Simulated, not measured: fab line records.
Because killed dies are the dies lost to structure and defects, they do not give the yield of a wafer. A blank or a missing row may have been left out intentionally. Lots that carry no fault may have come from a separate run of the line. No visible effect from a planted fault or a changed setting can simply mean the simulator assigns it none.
Which tool did it? + flow nand_harc + Sampling: 11 lots, 33 wafers, 5 of 1159 route steps

== WHAT THE GAUGES READ, wafer by wafer ==
NHARC_A_M1_CD_MEAS_16.
| lot  | measured     | on        | cd_nm (nm)        |
|------|--------------|-----------|-------------------|
| L892 | day 18 04:37 | cd_sem-01 | 118.7 119.4 120.2 |
| L894 | day 18 08:04 | cd_sem-02 | 118.5 120.0 119.4 |
| L898 | day 19 03:26 | cd_sem-01 | 119.3 120.3 121.4 |
| L895 | day 19 06:41 | cd_sem-01 | 120.3 120.2 120.8 |
| L900 | day 20 00:41 | cd_sem-01 | 119.6 119.4 119.1 |
| L903 | day 20 05:22 | cd_sem-01 | 121.2 118.4 119.7 |
| L904 | day 21 01:04 | cd_sem-03 | 119.8 119.3 121.2 |
| L906 | day 22 04:02 | cd_sem-03 | 120.2 120.5 119.3 |
| L908 | day 22 04:39 | cd_sem-01 | 119.7 119.1 120.9 |
| L912 | day 23 06:39 | cd_sem-01 | 118.4 120.0 119.8 |
| L913 | day 23 21:17 | cd_sem-02 | 118.3 119.7 117.8 |

NHARC_END_SORT_01.
| lot  | measured     | on        | defect_limited_yield (%) | killed_at_array | killed_at_other | killed_at_periphery | killed_dies | killed_open | killed_short | sort_bin_2_pct (%) | sort_bin_3_pct (%) | sort_bin_4_pct (%) | sort_n_pass | sort_rim_yield_pct (%) | sort_yield_pct (%) |
|------|--------------|-----------|--------------------------|-----------------|-----------------|---------------------|-------------|-------------|--------------|--------------------|--------------------|--------------------|-------------|------------------------|--------------------|
| L894 | day 20 00:14 | prober-02 | 0 0 0                    | 674 673 673     | 1 1 0           | 2 3 4               | 677 677 677 | 2 0 4       | 2 2 0        | 98.2 98.5 98.2     | 0.15 0 0           | 1.6 1.5 1.8        | 0 0 0       | 0 0 0                  | 0 0 0              |
| L898 | day 20 20:20 | prober-02 | 0 0 0                    | 676 673 677     | 1 0 0           | 0 4 0               | 677 677 677 | 0 8 3       | 1 1 0        | 98.2 96.2 96.6     | 0 0.15 0.15        | 1.8 3.7 3.2        | 0 0 0       | 0 0 0                  | 0 0 0              |
| L895 | day 21 05:05 | prober-01 | 0 0 0                    | 674 677 672     | 0 0 0           | 3 0 5               | 677 677 677 | 3 3 7       | 3 2 4        | 97.2 97.5 96.9     | 0.30 0 0.44        | 2.5 2.5 2.7        | 0 0 0       | 0 0 0                  | 0 0 0              |
| L900 | day 21 20:40 | prober-02 | 97.6 97.3 98.2           | 15 16 11        | 0 0 1           | 1 2 0               | 16 18 12    | 4 5 4       | 1 4 2        | 1.0 1.0 0.6        | 0 0 0              | 1.3 1.6 1.2        | 661 659 665 | 98.1 97.2 99.1         | 97.6 97.3 98.2     |
| L903 | day 21 20:44 | prober-01 | 93.5 91.9 93.1           | 41 51 46        | 0 0 0           | 3 4 1               | 44 55 47    | 4 6 3       | 3 2 4        | 2.7 3.0 1.8        | 0.44 0.44 0        | 3.4 4.7 5.2        | 633 622 630 | 91.5 96.2 98.1         | 93.5 91.9 93.1     |
| L912 | day 24 17:34 | prober-02 | 95.9 91.6 94.7           | 28 53 36        | 0 1 0           | 0 3 0               | 28 57 36    | 0 4 3       | 0 2 1        | 1.2 2.4 1.3        | 0.15 0.30 0.15     | 2.8 5.8 3.8        | 649 620 641 | 94.3 91.5 96.2         | 95.9 91.6 94.7     |

== EACH LOT AND THE TOOL THAT RAN IT (in order: tool; ch and the chambers of the sampled wafers; start) ==
| lot  | NHARC_A_M1_ETCH_35                 | NHARC_A_M1_ETCH_15                            | NHARC_A_M1_ETCH_28                            |
|------|------------------------------------|-----------------------------------------------|-----------------------------------------------|
| L892 | rie_diel-13 ch 0,1,3, day 18 04:23 | rie_diel-13 ch 0,2,3, day 18 04:37 or earlier | rie_diel-05 ch 1,2,3, no start                |
| L894 | rie_diel-05 ch 0,1,2, day 18 07:51 | rie_diel-05 ch 0,3, day 18 07:56              | rie_diel-08 ch 0,2, day 20 00:14 or earlier   |
| L898 | rie_diel-13 ch 2,3, day 19 03:13   | rie_diel-13 ch 0,1,3, day 19 03:20            | rie_diel-05 ch 0,2,3, day 20 20:20 or earlier |
| L895 | rie_diel-13 ch 1,3, day 19 06:28   | rie_diel-13 ch 0,2,3, day 19 06:34            | rie_diel-05 ch 0,1,2, day 21 05:05 or earlier |
| L900 | rie_diel-05 ch 1,2,3, day 20 00:28 | rie_diel-05 ch 1,2, day 20 00:41 or earlier   | rie_diel-05 ch 0,1,3, day 21 20:40 or earlier |
| L903 | rie_diel-05 ch 0,1, day 20 05:08   | rie_diel-05 ch 1,2,3, day 20 05:22 or earlier | rie_diel-08 ch 0,1,2, day 21 20:44 or earlier |
| L904 | rie_diel-05 ch 0,1,2, day 21 00:51 | rie_diel-05 ch 1,2,3, day 21 01:04 or earlier | rie_diel-13 ch 1,2,3, no start                |
| L906 | rie_diel-13 ch 1,2,3, day 22 03:49 | rie_diel-13 ch 0,2,3, day 22 04:02 or earlier | rie_diel-08 ch 0,1, no start                  |
| L908 | rie_diel-13 ch 2,3, day 22 04:26   | rie_diel-13 ch 0,1,2, day 22 04:39 or earlier | rie_diel-08 ch 1,2,3, no start                |
| L912 | rie_diel-08 ch 1,3, day 23 06:26   | rie_diel-08 ch 1,2,3, day 23 06:39 or earlier | rie_diel-13 ch 0,1,3, day 24 17:34 or earlier |
| L913 | rie_diel-05 ch 0,1,2, day 23 21:02 | rie_diel-05 ch 0,1,2, day 23 21:17 or earlier | rie_diel-05 ch 0,1, no start                  |
- NHARC_A_M1_ETCH_35: etches the open film in N2/H2, target depth 40 nm, overetch 12 nm, time 43.94 s.
- NHARC_A_M1_ETCH_15: etches the open film in C4F8/Ar, target depth 182.5 nm, time 91.2 s.
- NHARC_A_M1_ETCH_28: etches the open film in CF4/N2, target depth 30 nm, time 72.99 s.

== AS READ BY THE TOOLS THEMSELVES (means over the sampled wafers that have a number; for cases with no such wafer, the mark the record gives instead) ==
NHARC_A_M1_ETCH_35.
| lot  | tool        | bias_w (W) | chamber_pressure_mTorr (mTorr) | drypump_motor_current_A (A) | oes_product_au (a.u.) | rf_vpp_V (V) | showerhead_plenum_p_Torr (Torr) | throttle_valve_pct (%) |
|------|-------------|------------|--------------------------------|-----------------------------|-----------------------|--------------|---------------------------------|------------------------|
| L892 | rie_diel-13 | 150.3      | 29.974                         | 5.8                         | 1.010                 | 430.3        | 2.06                            | 14.169                 |
| L894 | rie_diel-05 | -          | -                              | -                           | -                     | -            | -                               | -                      |
| L898 | rie_diel-13 | -          | -                              | -                           | -                     | -            | -                               | -                      |
| L895 | rie_diel-13 | -          | -                              | -                           | -                     | -            | -                               | -                      |
| L900 | rie_diel-05 | 150.1      | 30.012                         | 6.1                         | 0.998                 | 429.9        | 2.03                            | 14.164                 |
| L903 | rie_diel-05 | 150.0      | 30.018                         | 5.5                         | 1.006                 | 431.1        | 2.05                            | 14.175                 |
| L904 | rie_diel-05 | 149.9      | 30.012                         | 5.8                         | 0.997                 | 429.4        | 2.02                            | 14.163                 |
| L906 | rie_diel-13 | 150.0      | 30.025                         | 5.6                         | 1.012                 | 430.5        | 2.04                            | 14.179                 |
| L908 | rie_diel-13 | 149.8      | 30.014                         | 5.7                         | 1.009                 | 429.4        | 1.96                            | 14.181                 |
| L912 | rie_diel-08 | 150.1      | 30.035                         | 6.3                         | 0.983                 | 431.8        | 2.08                            | 14.168                 |
| L913 | rie_diel-05 | 150.5      | 30.024                         | 5.8                         | 0.994                 | 430.0        | 2.02                            | 14.171                 |

NHARC_A_M1_ETCH_15.
| lot  | tool        | bias_w (W) | chamber_pressure_mTorr (mTorr) | oes_product_au (a.u.) | rf_vpp_V (V) |
|------|-------------|------------|--------------------------------|-----------------------|--------------|
| L892 | rie_diel-13 | 300.1      | 24.995                         | 0.931                 | 441.1        |
| L894 | rie_diel-05 | 300.1      | 24.989                         | 0.920                 | 440.5        |
| L898 | rie_diel-13 | 299.4      | 25.003                         | 0.958                 | 441.0        |
| L895 | rie_diel-13 | 300.3      | 24.991                         | 0.936                 | 441.7        |
| L900 | rie_diel-05 | 301.0      | 25.000                         | 0.928                 | 440.2        |
| L903 | rie_diel-05 | 300.7      | 24.993                         | 0.968                 | 440.8        |
| L904 | rie_diel-05 | 300.0      | 24.994                         | 0.969                 | 440.1        |
| L906 | rie_diel-13 | 300.0      | 24.996                         | 0.975                 | 441.0        |
| L908 | rie_diel-13 | 299.4      | 25.021                         | 0.982                 | 443.7        |
| L912 | rie_diel-08 | 299.7      | 24.967                         | 0.966                 | 442.1        |
| L913 | rie_diel-05 | 300.3      | 25.000                         | 0.954                 | 440.5        |

NHARC_A_M1_ETCH_28.
| lot  | tool        | bias_w (W) | cf4_flow_sccm (sccm) | drypump_motor_current_A (A) | oes_product_au (a.u.) | rf_vpp_V (V) | showerhead_plenum_p_Torr (Torr) | throttle_valve_pct (%) |
|------|-------------|------------|----------------------|-----------------------------|-----------------------|--------------|---------------------------------|------------------------|
| L892 | rie_diel-05 | 100.31     | 49.89                | 6.1                         | 0.993                 | 314.6        | 2.62                            | 19.795                 |
| L894 | rie_diel-08 | 99.93      | 49.95                | 5.6                         | 1.009                 | 316.7        | 2.75                            | 19.790                 |
| L898 | rie_diel-05 | 99.88      | 50.09                | 5.6                         | 0.991                 | 313.7        | 2.60                            | 19.797                 |
| L895 | rie_diel-05 | 99.97      | 50.03                | 5.9                         | 1.003                 | 313.8        | 2.60                            | 19.797                 |
| L900 | rie_diel-05 | 99.78      | 50.11                | 5.9                         | 1.001                 | 313.5        | 2.65                            | 19.794                 |
| L903 | rie_diel-08 | 99.88      | 49.90                | 5.8                         | 0.999                 | 315.1        | 2.68                            | 19.793                 |
| L904 | rie_diel-13 | 100.04     | 49.92                | 5.6                         | 1.014                 | 313.3        | 2.62                            | 19.788                 |
| L906 | rie_diel-08 | 100.33     | 49.82                | 5.9                         | 1.002                 | 314.6        | 2.69                            | 19.785                 |
| L908 | rie_diel-08 | 100.15     | 49.90                | 6.0                         | 1.001                 | 314.2        | 2.67                            | 19.791                 |
| L912 | rie_diel-13 | 99.75      | 49.89                | 5.8                         | 1.006                 | 314.7        | 2.65                            | 19.783                 |
| L913 | rie_diel-05 | 99.75      | 50.05                | 5.6                         | 0.992                 | 313.8        | 2.63                            | 19.794                 |

== THE ANSWER, worked out from the rows above alone ==
Rule: the usual values come from the lots themselves. Put in order of their means at a reading, lots are off if they are a third of the lots or fewer, leave a main group of 4 or more, and stand apart from it by a gap of 3 or more times the standard deviation of the main group's means; of several such gaps the widest counts. The tables above print the reading to a certain number of digits; a main group whose means all agree to those digits is not used. Also off: a lot with no number at a reading for which 4 or more lots have one. Any other lot the step has rows for is counted as sound. The gauges are gone through in route order, then the tools' own readings, and for those a lot's mean is taken as printed above. At the first step where some lot is off, the reading lying furthest off is the one used; lots without a number count as furthest.
Off, at NHARC_A_M1_ETCH_35 on bias_w: L894, L898, L895. Without a number there: L894, L898, L895. For the main group the mean is 150.1 W and the standard deviation 0.21.
A tool fits if, at that step or a process step before it, it ran every lot that is off, and no sound lot after the first of them. No candidate that was tried fits.

== WHAT THE SIMULATOR HAD INSERTED ==
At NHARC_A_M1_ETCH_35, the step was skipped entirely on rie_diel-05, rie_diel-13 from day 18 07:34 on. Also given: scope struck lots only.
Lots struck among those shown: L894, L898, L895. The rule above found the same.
